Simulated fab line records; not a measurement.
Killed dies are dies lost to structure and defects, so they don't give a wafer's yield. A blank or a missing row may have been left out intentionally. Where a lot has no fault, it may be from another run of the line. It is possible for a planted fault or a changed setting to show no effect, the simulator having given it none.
fab line records	flow nandHarc
[record] lots = 7	wafers = 21	lastDay = 30
route steps=1302 shown A_BLC@1132 A_M0@1137
lots that met no fault: taken from a fault-free run of the same line
startH: the number of hours between the record's first day and the start of the first shown wafer of the lot	waitH: hours from the lot's prior step to this one	" as in the row above	L1.1+2: a single row standing in for several wafers	- no value present, or no start provided	* or withheld: withheld	< > ~ a bound
route shown NAME@n: names a module that has steps shown in the file, with the first one's number in the route	usual: mean/standard deviation taken from wafers without a fault	same: alike in all rows	chamber/n: place in a boat	sites: each site's reading	_std_site: standard deviation of those values	_edge_site: the outer-site mean with the inner-site mean subtracted	radiusMm: for every site, how far away it sits from the centre of the wafer	mask NAME#n: copy n	behind: tool/chamber where the wafer was last shaped	hold: why the lot was held/for how many hours/how that ended	device: the transistor (n, p or np) that didn't switch	end of line: tests of these same wafers at the route's end	a step with no rows: only its recipe	killed: count of dies lost to structure and defects at first sort (not the wafer's yield)	map: the dies of a wafer, with x for killed, . for not killed, _ for no die there
set.NAME: the setting that was run; set.NAME@STEP: the one run at that earlier step	model.NAME: the simulator's own value behind a step, which no gauge read
a table for each step, a row for each wafer; lots at some steps of the route
services: a tool's chamber out of use, with start hour (startH, from the record's first day; less than 0 if before it), hours out, and reason
[[steps]]
[step NHARC_A_BLC_CVD_24]
[recipe] targetThkA = 1500	tempC = 300	pressureTorr = 40	wf6FlowSccm = 40	h2FlowSccm = 1600	arFlowSccm = 1560	timeS = 434	material = W
[usual] heaterPowerW = 481/48	throttleValvePct = 7.9/0.32
lot.wafer	tool	chamber	startH	waitH	heaterPowerW	throttleValvePct
L618.2	cvdW-02	1	-	-	518	7.8
L618.3	"	1	"	"	515	8.2
L618.5	"	1	"	"	513	8.0
L621.1	cvdW-02	1	-	-	518	8.0
L621.3	"	1	"	"	525	8.1
L621.5	"	1	"	"	520	8.3
L627.4	cvdW-02	1	-	-	542	7.7
L627.3	"	0	"	"	483	7.7
L627.5	"	0	"	"	485	7.7
L628.1	cvdW-01	0	-	-	391	7.3
L628.3	"	1	"	"	474	8.4
L628.5	"	1	"	"	487	8.5
L626.2	cvdW-02	0	-	-	481	7.9
L626.3	"	0	"	"	497	7.7
L626.6	"	1	"	"	525	8.0
L629.2	cvdW-01	0	-	-	394	7.4
L629.4	"	0	"	"	390	7.3
L629.5	"	0	"	"	402	7.4
L630.2	cvdW-02	0	-	-	490	7.7
L630.4	"	0	"	"	487	7.6
L630.5	"	1	"	"	532	8.2
[step NHARC_A_BLC_CMP_25]
[recipe] tOverpolishS = 30	targetThkNm = 150
[usual] motorCurrentA = 12.3/0.93	overpolishRunS = 29.998/0.0098	timeToEndpointS = 30.1/2.8
lot.wafer	tool	chamber	startH	waitH	motorCurrentA	overpolishRunS	timeToEndpointS
L618.3	cmp-03	3	561.57	0.3	11.5	30.000	31.5
L618.2	"	0	"	"	11.1	30.000	30.6
L618.5	"	2	"	"	11.6	29.990	31.6
L621.1	cmp-03	3	592.66	0.4	11.3	29.992	31.7
L621.3	"	2	"	"	12.1	29.987	31.1
L621.5	"	3	"	"	11.2	30.012	33.2
L627.4	cmp-02	2	652.48	0.4	12.7	30.007	31.9
L627.3	"	3	"	"	12.1	29.997	29.9
L627.5	"	1	"	"	10.3	29.993	31.8
L628.3	cmp-02	0	662.08	0.2	12.4	29.995	31.6
L628.1	"	2	"	"	13.2	29.986	31.7
L628.5	"	1	"	"	10.8	29.986	32.0
L626.3	cmp-01	1	665.17	0.2	14.0	30.006	27.9
L626.2	"	0	"	"	13.8	30.013	28.8
L626.6	"	2	"	"	12.7	29.987	33.1
L629.2	cmp-01	3	672.38	0.4	12.8	29.995	26.4
L629.4	"	0	"	"	13.6	29.998	24.8
L629.5	"	3	"	"	12.5	29.990	29.3
L630.4	cmp-03	3	686.14	0.3	11.1	29.989	27.2
L630.2	"	0	"	"	11.6	30.002	32.5
L630.5	"	3	"	"	11.1	30.008	28.4
[step NHARC_A_BLC_SRD_27]
[step NHARC_A_BLC_INSPECT_28]
[usual] rawDefectCount = 518/140
lot.wafer	tool	chamber	startH	waitH	rawDefectCount
L618.2	defectInspect-02	-	561.95	0.1	622
L618.3	"	-	"	"	568
L618.5	"	-	"	"	450
L621.1	defectInspect-02	-	593.06	0.1	542
L621.3	"	-	"	"	563
L621.5	"	-	"	"	563
L627.3	defectInspect-01	-	652.84	0.1	511
L627.4	"	-	"	"	846
L627.5	"	-	"	"	630
L628.1	defectInspect-02	-	662.48	0.1	656
L628.3	"	-	"	"	657
L628.5	"	-	"	"	468
L626.2	defectInspect-02	-	665.57	0.1	430
L626.3	"	-	"	"	393
L626.6	"	-	"	"	463
L629.2	defectInspect-02	-	672.78	0.1	374
L629.4	"	-	"	"	580
L629.5	"	-	"	"	322
L630.2	defectInspect-02	-	686.52	0.1	709
L630.4	"	-	"	"	529
L630.5	"	-	"	"	478
[step NHARC_A_M0_DEP_00]
[recipe] targetThkA = 1500	targetThkNm = 150	tempC = withheld	pressureTorr = 5	flowSccm = 200	rfW = 600	material = SiOC
[step NHARC_A_M0_DEHYDRATE_01]
[recipe] tempC = 150	timeS = 120
[step NHARC_A_M0_HMDS_02]
[recipe] timeS = 30
[step NHARC_A_M0_COAT_33]
[recipe] tempC = 200	timeS = 65
[step NHARC_A_M0_COAT_03]
[recipe] spinRpm = 1500	resistThkNm = 90
[step NHARC_A_M0_SOFTBAKE_04]
[recipe] tempC = 105	timeS = 55
[step NHARC_A_M0_EBR_05]
[step NHARC_A_M0_EXPOSE_06]
[recipe] na = 1.35	targetCdNm = 80	doseMj = 83.25	maskId = A_M0
[usual] exposureDoseMJCm2 = 83.24/0.093
lot.wafer	tool	chamber	startH	waitH	mask	exposureDoseMJCm2
L618.2	arfiScanner-01	0	562.71	-	A_M0#0	83.23
L618.3	"	0	"	"	A_M0#0	83.20
L618.5	"	0	"	"	A_M0#0	83.30
L621.1	arfiScanner-02	0	593.83	-	A_M0#0	83.25
L621.3	"	0	"	"	A_M0#0	83.35
L621.5	"	0	"	"	A_M0#0	83.24
L627.3	arfiScanner-01	0	653.60	-	A_M0#0	52.39
L627.4	"	0	"	"	A_M0#0	52.55
L627.5	"	0	"	"	A_M0#0	52.39
L628.1	arfiScanner-01	0	663.24	-	A_M0#0	58.47
L628.3	"	0	"	"	A_M0#0	58.60
L628.5	"	0	"	"	A_M0#0	58.61
L626.2	arfiScanner-03	0	666.33	-	A_M0#0	83.31
L626.3	"	0	"	"	A_M0#0	83.28
L626.6	"	0	"	"	A_M0#0	83.31
L629.2	arfiScanner-01	0	673.57	-	A_M0#0	60.56
L629.4	"	0	"	"	A_M0#0	60.72
L629.5	"	0	"	"	A_M0#0	60.70
L630.2	arfiScanner-02	0	687.28	-	A_M0#0	83.09
L630.4	"	0	"	"	A_M0#0	83.23
L630.5	"	0	"	"	A_M0#0	83.24
[step NHARC_A_M0_PEB_07]
[recipe] pebTempC = 100	pebTimeS = 65
[step NHARC_A_M0_DEVELOP_08]
[recipe] developTimeS = 35	devTempC = 23
[step NHARC_A_M0_CD_MEAS_09]
[recipe] targetCdNm = 80	landingEnergyEv = 500
[usual] cdNm = 80.0/0.59
lot.wafer	tool	chamber	startH	waitH	cdNm
L618.2	cdSem-03	0	562.85	-	80.6
L618.3	"	0	"	"	80.5
L618.5	"	0	"	"	80.5
L621.1	cdSem-03	0	593.98	-	80.5
L621.3	"	0	"	"	80.2
L621.5	"	0	"	"	80.4
L627.3	cdSem-01	0	653.74	-	49.8
L627.4	"	0	"	"	50.0
L627.5	"	0	"	"	49.8
L628.1	cdSem-01	0	663.38	-	56.3
L628.3	"	0	"	"	56.3
L628.5	"	0	"	"	56.0
L626.2	cdSem-02	0	666.47	-	81.1
L626.3	"	0	"	"	80.8
L626.6	"	0	"	"	79.7
L629.2	cdSem-01	0	673.71	-	58.9
L629.4	"	0	"	"	59.6
L629.5	"	0	"	"	60.1
L630.2	cdSem-02	0	687.42	-	80.0
L630.4	"	0	"	"	79.8
L630.5	"	0	"	"	79.6
[step NHARC_A_M0_OVL_MEAS_10]
[recipe] pitchNm = 160
[usual] overlayXNm = 0.3/0.8	overlayYNm = 0.2/0.81
lot.wafer	tool	chamber	startH	waitH	overlayXNm	overlayYNm
L618.2	overlay-01	-	562.94	-	0.5	2.0
L618.3	"	-	"	"	0.0	1.5
L618.5	"	-	"	"	1.0	1.7
L621.1	overlay-01	-	594.08	-	1.5	1.5
L621.3	"	-	"	"	1.9	1.5
L621.5	"	-	"	"	1.7	0.6
L627.3	overlay-01	-	653.82	-	0.2	0.0
L627.4	"	-	"	"	-0.1	0.0
L627.5	"	-	"	"	0.2	-0.3
L628.1	overlay-01	-	663.47	-	-1.0	0.2
L628.3	"	-	"	"	-1.4	0.4
L628.5	"	-	"	"	-1.1	-0.3
L626.2	overlay-02	-	666.56	-	0.9	-0.3
L626.3	"	-	"	"	0.8	-0.8
L626.6	"	-	"	"	1.3	-0.3
L629.2	overlay-01	-	673.79	-	0.1	0.5
L629.4	"	-	"	"	0.3	0.6
L629.5	"	-	"	"	0.5	0.2
L630.2	overlay-01	-	687.51	-	0.3	0.6
L630.4	"	-	"	"	1.1	1.3
L630.5	"	-	"	"	0.9	1.1
[step NHARC_A_M0_INSPECT_11]
[usual] rawDefectCount = 81/36
lot.wafer	tool	chamber	startH	waitH	rawDefectCount
L618.2	defectInspect-01	-	562.97	0.0	81
L618.3	"	-	"	"	80
L618.5	"	-	"	"	88
L621.1	defectInspect-02	-	594.11	0.0	157
L621.3	"	-	"	"	182
L621.5	"	-	"	"	177
L627.3	defectInspect-02	-	653.86	0.0	53
L627.4	"	-	"	"	61
L627.5	"	-	"	"	70
L628.1	defectInspect-01	-	663.51	0.0	78
L628.3	"	-	"	"	90
L628.5	"	-	"	"	117
L626.2	defectInspect-02	-	666.59	0.0	34
L626.3	"	-	"	"	41
L626.6	"	-	"	"	53
L629.2	defectInspect-02	-	673.83	0.0	28
L629.4	"	-	"	"	31
L629.5	"	-	"	"	31
L630.2	defectInspect-02	-	687.54	0.0	92
L630.4	"	-	"	"	113
L630.5	"	-	"	"	89
[step NHARC_A_M0_DESCUM_14]
[recipe] timeS = 3	o2FlowSccm = 200	arFlowSccm = 0	biasPowerW = 0	chemistry = O2
[usual] drypumpMotorCurrentA = 5.8/0.48	oesProductAu = 1.000/0.0073	rfVppV = 57.8/0.82	showerheadPlenumPTorr = 1.87/0.044	throttleValvePct = 11.310/0.0099
lot.wafer	tool	chamber	startH	waitH	drypumpMotorCurrentA	oesProductAu	rfHoursCounterH	rfVppV	showerheadPlenumPTorr	throttleValvePct	model.A_M0.cdNm
L618.3	rieDiel-11	1	563.04	0.1	5.8	1.007	5.8	58.0	1.86	11.316	80.45
L618.2	"	3	"	"	4.7	1.008	5.8	57.8	1.93	11.311	80.71
L618.5	"	1	"	"	5.8	1.008	-	58.7	1.86	11.309	80.83
L621.3	rieDiel-11	2	594.18	0.1	6.1	0.998	8.5	57.7	1.88	11.302	81.23
L621.1	"	3	"	"	4.7	1.005	8.7	58.2	1.93	11.300	81.16
L621.5	"	2	"	"	6.1	1.001	-	57.9	1.88	11.311	80.87
L627.3	rieDiel-10	3	653.94	0.1	6.2	1.006	1.4	58.0	1.85	11.320	50
L627.5	"	0	"	"	6.0	0.998	-	56.5	1.88	11.318	49.93
L627.4	"	2	"	"	5.1	0.993	-	58.5	1.89	11.288	50
L628.3	rieDiel-02	3	663.57	0.1	5.6	0.985	5.9	58.0	1.88	11.318	56.34
L628.1	"	1	"	"	5.6	0.987	5.6	58.6	1.81	11.303	56.19
L628.5	"	3	"	"	5.6	0.988	-	57.4	1.88	11.314	56.54
L626.2	rieDiel-02	1	666.67	0.1	5.6	0.996	6.0	58.0	1.81	11.312	80.57
L626.3	"	2	"	"	5.8	1.011	5.7	57.8	1.79	11.300	80.48
L626.6	"	0	"	"	6.4	0.993	-	57.7	1.89	11.322	79.96
L629.2	rieDiel-02	1	673.89	0.1	5.7	0.999	7.0	56.7	1.80	11.326	58.8
L629.4	"	2	"	"	5.8	1.000	6.3	57.4	1.79	11.309	59.64
L629.5	"	2	"	"	5.8	1.005	-	57.5	1.79	11.335	59.69
L630.4	rieDiel-10	2	687.61	0.1	5.1	0.998	3.0	57.0	1.89	11.312	79.7
L630.2	"	0	"	"	6.0	0.996	3.1	57.3	1.88	11.330	79.88
L630.5	"	1	"	"	5.6	1.009	-	56.1	1.84	11.326	79.68
[step NHARC_A_M0_ETCH_34]
[recipe] targetDepthA = 400	overetchA = 120	timeS = 43.94	ionEnergyEv = 200	n2FlowSccm = 150	h2FlowSccm = 150	arFlowSccm = 0	rfW = 400	biasW = 150	chemistry = N2/H2
[usual] drypumpMotorCurrentA = 5.8/0.48	oesProductAu = 0.999/0.0083	rfVppV = 429.3/1.7	showerheadPlenumPTorr = 2.00/0.05	throttleValvePct = 14.171/0.0092
lot.wafer	tool	chamber	startH	waitH	drypumpMotorCurrentA	oesProductAu	rfHoursCounterH	rfVppV	showerheadPlenumPTorr	throttleValvePct
L618.3	rieDiel-11	0	563.12	0.1	6.4	0.994	5.7	434.6	2.13	14.172
L618.2	"	2	"	"	6.1	0.994	5.9	428.8	2.01	14.171
L618.5	"	0	"	"	6.4	0.990	-	433.1	2.13	14.175
L621.1	rieDiel-11	2	594.26	0.1	6.1	1.009	8.5	427.7	2.01	14.167
L621.3	"	0	"	"	6.3	1.006	8.8	431.4	2.13	14.164
L621.5	"	3	"	"	4.7	1.011	-	431.2	2.06	14.175
L627.3	rieDiel-10	0	654.51	0.6	6.0	1.007	1.5	428.7	2.00	14.152
L627.4	"	3	"	"	6.2	1.001	-	428.8	1.97	14.154
L627.5	"	0	"	"	6.0	1.004	-	430.1	2.00	14.183
L628.1	rieDiel-02	0	663.70	0.1	6.4	0.990	6.5	429.1	2.01	14.175
L628.3	"	2	"	"	5.8	1.002	5.0	425.7	1.90	14.170
L628.5	"	3	"	"	5.7	0.994	-	429.7	2.01	14.182
L626.2	rieDiel-02	2	666.74	0.1	5.8	0.999	5.7	426.4	1.90	14.145
L626.3	"	0	"	"	6.3	0.997	7.0	430.0	2.01	14.179
L626.6	"	3	"	"	5.7	1.005	-	428.9	2.01	14.176
L629.2	rieDiel-02	1	673.99	0.1	5.6	0.986	7.0	427.9	1.92	14.148
L629.4	"	2	"	"	5.8	0.997	-	424.9	1.90	14.169
L629.5	"	1	"	"	5.6	0.985	-	426.1	1.92	14.170
L630.2	rieDiel-10	3	687.69	0.1	6.3	1.006	2.8	427.6	1.97	14.174
L630.4	"	1	"	"	5.6	1.010	1.6	428.0	1.96	14.182
L630.5	"	0	"	"	6.0	1.012	-	429.0	2.00	14.176
[step NHARC_A_M0_ETCH_15]
[recipe] targetDepthA = 1500	overetchA = 150	timeS = 82.5	c4f8FlowSccm = withheld	arFlowSccm = 400	rfW = 600	biasW = 300	chemistry = C4F8/Ar
[usual] oesProductAu = 0.943/0.022	rfVppV = 439.6/1.7
lot.wafer	tool	chamber	startH	waitH	oesProductAu	rfHoursCounterH	rfVppV	model.A_M0.cdNm
L618.3	rieDiel-11	1	-	-	0.934	5.8	437.5	80.24
L618.2	"	0	"	"	0.930	5.7	443.2	80.57
L618.5	"	2	"	"	0.929	-	438.7	81.14
L621.3	rieDiel-11	1	-	-	0.928	8.6	440.0	80.97
L621.1	"	3	"	"	0.923	8.7	441.1	80.81
L621.5	"	2	"	"	0.923	-	440.6	80.82
L627.3	rieDiel-10	0	-	-	0.930	1.5	439.4	50.17
L627.5	"	3	"	"	0.930	-	438.9	50.22
L627.4	"	0	"	"	0.927	-	439.0	49.85
L628.3	rieDiel-02	3	-	-	0.927	6.0	439.8	56.36
L628.1	"	1	"	"	0.915	5.6	439.3	56.58
L628.5	"	3	"	"	0.918	-	440.7	56.35
L626.3	rieDiel-02	0	-	-	0.958	7.0	441.4	80.38
L626.2	"	3	"	"	0.962	6.7	440.1	80.5
L626.6	"	1	"	"	0.965	-	437.7	79.96
L629.2	rieDiel-02	2	-	-	0.922	6.4	438.2	58.66
L629.4	"	1	"	"	0.915	-	439.4	59.58
L629.5	"	2	"	"	0.926	-	436.5	59.48
L630.2	rieDiel-10	0	-	-	0.924	3.2	441.3	79.81
L630.4	"	1	"	"	0.928	1.7	438.7	79.75
L630.5	"	2	"	"	0.919	-	442.2	79.66
[step NHARC_A_M0_CD_MEAS_16]
[usual] cdNm = 80.1/0.61
lot.wafer	tool	chamber	startH	waitH	cdNm
L618.2	cdSem-03	-	563.33	-	80.5
L618.3	"	-	"	"	80.3
L618.5	"	-	"	"	81.4
L621.1	cdSem-02	-	594.48	-	80.7
L621.3	"	-	"	"	81.1
L621.5	"	-	"	"	81.0
L627.3	cdSem-01	-	654.75	-	50.1
L627.4	"	-	"	"	49.7
L627.5	"	-	"	"	50.1
L628.1	cdSem-03	-	663.91	-	56.7
L628.3	"	-	"	"	56.2
L628.5	"	-	"	"	56.5
L626.2	cdSem-01	-	666.96	-	80.5
L626.3	"	-	"	"	80.3
L626.6	"	-	"	"	79.6
L629.2	cdSem-01	-	674.22	-	58.9
L629.4	"	-	"	"	59.6
L629.5	"	-	"	"	59.4
L630.2	cdSem-02	-	687.91	-	79.6
L630.4	"	-	"	"	79.5
L630.5	"	-	"	"	79.9
[[services]]
tool	chamber	startH	hours	kind
cmp-02	-	538.56	2.1	repair
cvdW-01	-	547.05	13.0	pm
cmp-03	-	554.44	4.0	pm
rieDiel-02	-	570.70	9.0	pm
cmp-01	-	577.42	0.5	repair
cvdW-02	1	580.92	6.7	repair
arfiScanner-01	-	596.00	4.0	pm
rieDiel-10	-	596.50	9.0	pm
cmp-03	-	600.23	0.4	repair
arfiScanner-02	-	609.27	1.9	repair
rieDiel-11	-	609.50	9.0	pm
rieDiel-10	1	617.30	48.2	repair
cmp-02	-	620.19	0.8	repair
cmp-02	-	628.21	4.0	pm
cvdW-02	-	631.08	13.0	pm
cmp-03	-	638.18	2.3	repair
cmp-03	-	641.92	0.6	repair
rieDiel-11	0	643.75	1.4	repair
cmp-03	-	652.44	4.0	pm
arfiScanner-02	-	656.37	4.0	pm
rieDiel-11	2	661.46	5.6	repair
cmp-01	-	672.54	0.6	repair
rieDiel-02	3	673.97	3.8	repair
rieDiel-02	2	680.77	3.6	repair
[[key]]
[firstSign] step = NHARC_A_M0_EXPOSE_06	reading = exposureDoseMJCm2	direction = down	sigmas = 99+	usual = 83.24	struck = 57.22
[effect] step = NHARC_A_M0_CD_MEAS_09	reading = cdNm	direction = down	sigmas = 42	usual = 80.0	struck = 55.2	through = controlLoop
[effect] step = NHARC_A_M0_CD_MEAS_16	reading = cdNm	direction = down	sigmas = 41	usual = 80.1	struck = 55.3	through = controlLoop
[modelEffect] step = NHARC_A_M0_DESCUM_14	value = A_M0.cdNm	without = 79.86	struck = 55.23
[modelEffect] step = NHARC_A_M0_ETCH_15	value = A_M0.cdNm	without = 79.87	struck = 55.25
metAt NHARC_A_M0_EXPOSE_06
struckWafers L627.3,L627.4,L627.5,L628.1,L628.3,L628.5,L629.2,L629.4,L629.5
laterRowsLeftOut L627.3,L627.4,L627.5,L628.1,L628.3,L628.5,L629.2,L629.4,L629.5
sortLeftOut L627.3,L627.4,L627.5,L628.1,L628.3,L628.5,L629.2,L629.4,L629.5
[loopTrim] step = NHARC_A_M0_EXPOSE_06	setting = dose	lots = L628,L629
onsetBetween 562.71 653.60
[fault] kind = processParameterDrift	tool = arfiScanner-01	chamber = -	onsetH = 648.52	steps = NHARC_A_M0_EXPOSE_06	channel = doseMj	offset = -30.854	shape = step	actsIn = theseRecipesOnly	stated = 83.25
// sortLeftOut: the simulated sort isn't trusted on such a fault, so these wafers' sort isn't shown, and their yield isn't known
// laterRowsLeftOut: the simulator's readings of these wafers behind a module that went badly wrong aren't trusted and aren't shown, but for the sort
// loopTrim: a control loop set the setting to another value than it would have without faults
